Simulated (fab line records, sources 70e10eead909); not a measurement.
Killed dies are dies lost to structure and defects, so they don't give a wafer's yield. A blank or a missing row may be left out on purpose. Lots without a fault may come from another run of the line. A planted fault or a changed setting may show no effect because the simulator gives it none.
Which tool did it? | flow nand_harc | 13 lots, 39 wafers sampled, at 5 steps of a route of 1159

WHAT THE GAUGES READ, wafer by wafer
NHARC_P_CONTACT_INSPECT_27. Usual: raw_defect_count 291, standard deviation 120.
lot  | measured     | on                | raw_defect_count | flag
L318 | day 5 18:53  | defect_inspect-02 | 373 346 327      |
L320 | day 6 05:29  | defect_inspect-01 | 181 144 178      |
L321 | day 6 15:32  | defect_inspect-02 | 565 655 602      |
L322 | day 6 23:10  | defect_inspect-02 | 219 204 147      |
L328 | day 8 19:26  | defect_inspect-02 | 191 249 439      |
L335 | day 9 19:25  | defect_inspect-01 | 403 278 353      |
L333 | day 9 19:56  | defect_inspect-01 | 240 214 217      |
L336 | day 10 04:30 | defect_inspect-02 | 393 349 265      |
L337 | day 10 05:50 | defect_inspect-02 | 369 240 185      |
L338 | day 10 21:26 | defect_inspect-01 | 435 218 225      |
L339 | day 11 01:29 | defect_inspect-01 | 161 268 155      |
L341 | day 11 02:33 | defect_inspect-02 | 190 172 166      |
L340 | day 11 03:02 | defect_inspect-01 | 228 221 262      |

NHARC_P_M0_CD_MEAS_09: target cd 90 nm. Usual: cd_nm 90.1 nm, standard deviation 0.39.
lot  | measured     | on        | cd_nm (nm)     | flag
L318 | day 5 19:40  | cd_sem-01 | 91.1 89.9 90.3 |
L320 | day 6 06:24  | cd_sem-02 | 90.0 89.9 90.4 |
L321 | day 6 16:18  | cd_sem-02 | 89.8 90.0 90.1 |
L322 | day 6 23:58  | cd_sem-01 | 90.0 90.1 90.2 |
L328 | day 8 20:20  | cd_sem-01 | 88.3 86.1 86.7 | OFF
L335 | day 9 20:18  | cd_sem-02 | 91.1 90.4 90.5 |
L333 | day 9 20:50  | cd_sem-01 | 89.8 90.2 89.7 |
L336 | day 10 05:17 | cd_sem-03 | 90.3 90.0 89.4 |
L337 | day 10 06:37 | cd_sem-02 | 90.2 90.3 90.0 |
L338 | day 10 22:13 | cd_sem-03 | 89.3 90.2 89.8 |
L339 | day 11 02:23 | cd_sem-02 | 90.4 90.4 90.0 |
L341 | day 11 03:27 | cd_sem-01 | 89.6 90.0 90.2 |
L340 | day 11 03:56 | cd_sem-02 | 90.0 90.6 90.0 |

WHICH TOOL RAN EACH LOT (tool, then ch and the chambers of the sampled wafers, then the start)
lot  | NHARC_P_CONTACT_STRIP_28           | NHARC_P_CONTACT_CVD_23                   | NHARC_P_M0_EXPOSE_06
L318 | rie_diel-09 ch 1,2, day 5 16:33    | cvd_w-02 ch 0,1, day 5 18:53 or earlier  | arfi_scanner-02 ch 0, day 5 19:32
L320 | rie_diel-09 ch 0,1,2, day 5 23:28  | cvd_w-02 ch 0,1, day 6 05:29 or earlier  | arfi_scanner-03 ch 0, day 6 06:16
L321 | rie_diel-06 ch 0,1, day 6 13:25    | cvd_w-02 ch 0,1, day 6 15:32 or earlier  | arfi_scanner-01 ch 0, day 6 16:10
L322 | rie_diel-06 ch 2,3, day 6 21:01    | cvd_w-01 ch 0,1, day 6 23:10 or earlier  | arfi_scanner-01 ch 0, day 6 23:49
L328 | rie_diel-06 ch 2,3, day 8 13:20    | cvd_w-01 ch 0,1, day 8 19:26 or earlier  | arfi_scanner-01 ch 0, day 8 20:11
L335 | rie_diel-06 ch 1,2,3, day 9 16:50  | cvd_w-01 ch 0,1, day 9 19:25 or earlier  | arfi_scanner-02 ch 0, day 9 20:10
L333 | rie_diel-06 ch 1,2,3, day 9 16:54  | cvd_w-01 ch 0,1, day 9 19:56 or earlier  | arfi_scanner-03 ch 0, day 9 20:41
L336 | rie_diel-06 ch 0,1,3, day 10 02:23 | cvd_w-01 ch 0,1, day 10 04:30 or earlier | arfi_scanner-03 ch 0, day 10 05:08
L337 | rie_diel-09 ch 0,1,2, day 10 03:43 | cvd_w-02 ch 0,1, day 10 05:50 or earlier | arfi_scanner-03 ch 0, day 10 06:28
L338 | rie_diel-09 ch 0,2,3, day 10 16:16 | cvd_w-01 ch 0,1, day 10 21:26 or earlier | arfi_scanner-03 ch 0, day 10 22:04
L339 | rie_diel-06 ch 0,2,3, day 10 22:50 | cvd_w-02 ch 1, day 11 01:29 or earlier   | arfi_scanner-02 ch 0, day 11 02:15
L341 | rie_diel-06 ch 1,3, day 10 23:15   | cvd_w-02 ch 1, day 11 02:33 or earlier   | arfi_scanner-03 ch 0, day 11 03:19
L340 | rie_diel-06 ch 0,2,3, day 11 00:19 | cvd_w-01 ch 0,1, day 11 03:02 or earlier | arfi_scanner-01 ch 0, day 11 03:49
- NHARC_P_CONTACT_STRIP_28: strips in O2.
- NHARC_P_CONTACT_CVD_23: deposits W, target thk 200 nm, time 557 s.
- NHARC_P_M0_EXPOSE_06: exposes mask P M0, target cd 90 nm.

WHAT THE TOOLS THEMSELVES READ (means of the sampled wafers that have a number; where no wafer has one, the mark that the record gives instead)
NHARC_P_CONTACT_STRIP_28. Usual: drypump_motor_current_A 5.8 A, standard deviation 0.4; oes_product_au 1.004 a.u., standard deviation 0.0082; rf_vpp_V 57.7 V, standard deviation 0.99; showerhead_plenum_p_Torr 3.56 Torr, standard deviation 0.15; throttle_valve_pct 17.037 %, standard deviation 0.0087.
lot  | tool        | drypump_motor_current_A (A) | oes_product_au (a.u.) | rf_vpp_V (V) | showerhead_plenum_p_Torr (Torr) | throttle_valve_pct (%) | flag
L318 | rie_diel-09 | 5.7                         | 1.011                 | 58.1         | 3.67                            | 17.037                 |
L320 | rie_diel-09 | 5.6                         | 1.006                 | 58.2         | 3.63                            | 17.033                 |
L321 | rie_diel-06 | 5.5                         | 1.013                 | 57.7         | 3.61                            | 17.028                 |
L322 | rie_diel-06 | 6.3                         | 0.998                 | 57.6         | 3.56                            | 17.041                 |
L328 | rie_diel-06 | 6.4                         | 1.004                 | 57.3         | 3.43                            | 17.039                 |
L335 | rie_diel-06 | 6.1                         | 1.001                 | 57.3         | 3.51                            | 17.042                 |
L333 | rie_diel-06 | 6.1                         | 0.997                 | 58.4         | 3.51                            | 17.028                 |
L336 | rie_diel-06 | 5.8                         | 0.994                 | 58.0         | 3.53                            | 17.029                 |
L337 | rie_diel-09 | 5.6                         | 1.004                 | 58.1         | 3.62                            | 17.038                 |
L338 | rie_diel-09 | 5.6                         | 1.006                 | 57.7         | 3.58                            | 17.034                 |
L339 | rie_diel-06 | 6.0                         | 1.004                 | 57.7         | 3.57                            | 17.041                 |
L341 | rie_diel-06 | 5.9                         | 0.998                 | 56.9         | 3.46                            | 17.036                 |
L340 | rie_diel-06 | 6.0                         | 1.002                 | 57.7         | 3.57                            | 17.047                 |

NHARC_P_CONTACT_CVD_23. Usual: heater_power_w 496 W, standard deviation 47; mfc_wf6_sccm 39.99 sccm, standard deviation 0.1; throttle_valve_pct 8.06 %, standard deviation 0.19.
lot  | tool     | heater_power_w (W) | mfc_wf6_sccm (sccm) | throttle_valve_pct (%) | flag
L318 | cvd_w-02 | 467                | 40.06               | 8.01                   |
L320 | cvd_w-02 | 516                | 40.00               | 8.07                   |
L321 | cvd_w-02 | 509                | 40.00               | 8.34                   |
L322 | cvd_w-01 | 499                | 39.92               | 7.97                   |
L328 | cvd_w-01 | 499                | 40.05               | 7.90                   |
L335 | cvd_w-01 | 510                | 39.96               | 8.08                   |
L333 | cvd_w-01 | 497                | 39.78               | 8.30                   |
L336 | cvd_w-01 | 499                | 40.02               | 8.03                   |
L337 | cvd_w-02 | 465                | 40.09               | 8.02                   |
L338 | cvd_w-01 | 520                | 39.99               | 8.05                   |
L339 | cvd_w-02 | 429                | 39.96               | 8.02                   |
L341 | cvd_w-02 | 432                | 39.92               | 7.83                   |
L340 | cvd_w-01 | 496                | 39.97               | 8.02                   |

NHARC_P_M0_EXPOSE_06. Usual: exposure_dose_mJ_cm2 81.27, standard deviation 0.082.
lot  | tool            | exposure_dose_mJ_cm2 | flag
L318 | arfi_scanner-02 | 81.12                |
L320 | arfi_scanner-03 | 81.38                |
L321 | arfi_scanner-01 | 81.26                |
L322 | arfi_scanner-01 | 81.23                |
L328 | arfi_scanner-01 | 83.48                | OFF
L335 | arfi_scanner-02 | 81.23                |
L333 | arfi_scanner-03 | 81.19                |
L336 | arfi_scanner-03 | 81.32                |
L337 | arfi_scanner-03 | 81.29                |
L338 | arfi_scanner-03 | 81.37                |
L339 | arfi_scanner-02 | 81.29                |
L341 | arfi_scanner-03 | 81.27                |
L340 | arfi_scanner-01 | 81.24                |

THE ANSWER, worked out from the rows above alone
Rule: a lot is off if the mean of its wafers that have a number lies more than 3 standard deviations from the usual mean. A lot without any number at a reading at which 4 lots or more have one is off too. The other lots that the step has rows for count as sound. The gauges are gone through in route order, then the tools' own readings, and for those a lot's mean is taken as printed above. The first step at which some lot is off is used, and at that step the reading that is off furthest; a lot without a number counts as furthest.
Off: L328, at NHARC_P_M0_CD_MEAS_09 (cd_nm).
A tool fits if, at a process step before that reading, it ran every lot that is off, and no sound lot after the first of them. The gauges at NHARC_P_M0_CD_MEAS_09 aren't tried: what is off there is off at NHARC_P_M0_EXPOSE_06 too, on other tools, and a gauge's error can't cause that. NHARC_P_CONTACT_CVD_23 gives no start for some lots, so the hours and the order of its lots are those of NHARC_P_CONTACT_INSPECT_27. None of those tried fits.

WHAT THE SIMULATOR HAD PUT IN
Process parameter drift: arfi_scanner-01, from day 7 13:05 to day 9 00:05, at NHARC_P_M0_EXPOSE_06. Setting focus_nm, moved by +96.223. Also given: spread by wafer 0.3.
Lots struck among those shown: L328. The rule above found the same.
